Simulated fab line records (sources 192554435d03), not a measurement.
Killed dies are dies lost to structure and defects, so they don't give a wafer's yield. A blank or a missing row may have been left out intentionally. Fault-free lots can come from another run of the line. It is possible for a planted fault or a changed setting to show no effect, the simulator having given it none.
Comparing a struck lot with a sound one    flow n5Finfet    30 out of 1938 route steps
Sound: wafers L735.2, L735.4, L735.6. Struck: wafers L747.1, L747.3, L747.4. The cause comes at the end.
At each step with rows: each side's tool, then ch and its chambers, then its first start. Under that, the readings that differ: sound wafers    struck wafers    difference of the means    sigmas: that difference in standard deviations of wafers without a fault.
alike: readings with means less than 2 such deviations apart, plus words and numbers identical on both sides. not compared: withheld readings, readings lacking a value on some wafer, bounds such as >300 that could conceal the same value, and numbers that have no deviation in the record and whose values overlap.
The two part at a step that has a row with sigmas, a row that says differs or no value, or rows on one side only. When numbers do not overlap yet have no deviation, they are printed without sigmas and do not part them. A reading missing from all wafers of one side parts the sides only when that side holds two or more wafers.

first, 10 steps without rows for these wafers: N5_STI_FIN_REVEAL_SRD_28 (time 30 s); N5_DUMMY_GATE_PRECLEAN_00 (cleans in O3/DIW, time 60 s); N5_DUMMY_GATE_SRD_01 (time 30 s); N5_DUMMY_GATE_ALD_02 (deposits SiO2, target thk 2 nm, pulse time 1 s); N5_DUMMY_GATE_CVD_03 (deposits a-Si from SiH4, target thk 150 nm, time 8042 s); N5_DUMMY_GATE_PRECLEAN_46 (cleans in DIW, time 89.5 s); N5_DUMMY_GATE_SRD_47 (dry time 32 s); N5_DUMMY_GATE_CMP_04 (polishes a-Si); N5_DUMMY_GATE_HM_DEP_06 (deposits SiNx from DCS/NH3, target thk 80 nm, time 5141 s); N5_DUMMY_GATE_PECVD_30 (deposits SiO2 from TEOS/O2, target thk 55 nm, time 10.8 s).
N5_DUMMY_GATE_COAT_34: time 60 s, resist thk 60 nm.
  sound on lithoTrack-01 ch 0, day 3 22:11; struck on lithoTrack-01 ch 0, day 6 23:32
reading                                     sound                 struck                difference  sigmas
spinSpeedRpm (rpm)                          1500.6 1499.6 1500.1  1170.1 1170.4 1171.1  -329.6      -99 or more
model.SOC_of_DUMMY_GATE_COAT_34.thkNm (nm)  60 60 60              68.2 68 68            +8.1        
  alike: chillPlateTempC, dispensePressureKPa
then, 11 steps without rows for these wafers: N5_DUMMY_GATE_COAT_35 (time 60 s, resist thk 10 nm); N5_DUMMY_GATE_COAT_28 (time 60 s, resist thk 10 nm); N5_DUMMY_GATE_COAT_09 (resist thk 30 nm); N5_DUMMY_GATE_EBR_11; N5_DUMMY_GATE_SOFTBAKE_10 (time 60 s); N5_DUMMY_GATE_EXPOSE_12 (exposes mask GATE, target cd 25 nm); N5_DUMMY_GATE_PEB_13 (peb time 60 s); N5_DUMMY_GATE_DEVELOP_14 (develop time 30 s); N5_DUMMY_GATE_DESCUM_20 (chemistry O2, time 6.2 s); N5_DUMMY_GATE_ETCH_29 (etches underlayer in N2/H2, target depth 13 nm); N5_DUMMY_GATE_ETCH_36 (etches SiARC in CF4, target depth 13 nm).
N5_DUMMY_GATE_ETCH_37: etches SOC in N2/H2, target depth 60 nm, overetch 30 nm.
  sound on rieDiel-02 ch 1,2, day 3 22:43; struck on rieDiel-06 ch 0,2,3, day 7 00:23
reading                  sound              struck             difference  sigmas
model.etch.depthNm (nm)  60.06 59.94 60.04  68.12 68.04 68.07  +8.06       
  alike: drypumpMotorCurrentA, oesProductAu, rfVppV, showerheadPlenumPTorr, throttleValvePct
  not compared: rfHoursCounterH
then, 4 steps without rows for these wafers: N5_DUMMY_GATE_STRIP_38 (strips in N2/H2); N5_DUMMY_GATE_STRIP_39 (strips in N2/H2); N5_DUMMY_GATE_TRIM_49 (chemistry O2, time 29 s, target cd 14 nm); N5_DUMMY_GATE_STRIP_40 (strips in CF4).
N5_DUMMY_GATE_ETCH_31: etches SiO2 in C4F6/O2, target depth 82.5 nm, time 27.5 s.
  sound on rieDiel-06 ch 1,3, day 3 23:00; struck on rieDiel-06 ch 1,2,3, day 7 00:40
reading                                     sound         struck      difference  sigmas
model.SOC_of_DUMMY_GATE_COAT_34.thkNm (nm)  51.6 52 51.6  60 59.4 60  +8          
  alike: C4F6_flow_sccm, O2_flow_sccm, drypumpMotorCurrentA, oesProductAu, rfVppV, showerheadPlenumPTorr, throttleValvePct
  not compared: rfHoursCounterH
then, 1 step without rows for these wafers: N5_DUMMY_GATE_STRIP_41 (strips in O2).
-- the record jumps here: 5 days lie between the struck wafers' starts before and after (it left off in module DUMMY_GATE and takes up again in module BEOL_M4, whose first step shown is number 1111 of the route) --
N5_BEOL_M4_RC_MEAS_101:
  sound on prober-02 ch 0, day 8 20:44; struck on prober-02 ch 0, day 11 22:40
  alike: DIBL_N, DIBL_P, IOFF_N, IOFF_P, ION_N, ION_P, SS_N, SS_P, VT_N, VT_P

== WHERE THEY PART ==
At N5_DUMMY_GATE_COAT_34 and nowhere else, as far as this record goes. Later steps at which nothing parts them and some readings are alike: N5_DUMMY_GATE_ETCH_37, N5_DUMMY_GATE_ETCH_31, N5_BEOL_M4_RC_MEAS_101.

WHY: whatever the simulator had introduced
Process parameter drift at N5_DUMMY_GATE_COAT_34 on lithoTrack-01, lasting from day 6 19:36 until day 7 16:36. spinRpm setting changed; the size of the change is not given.
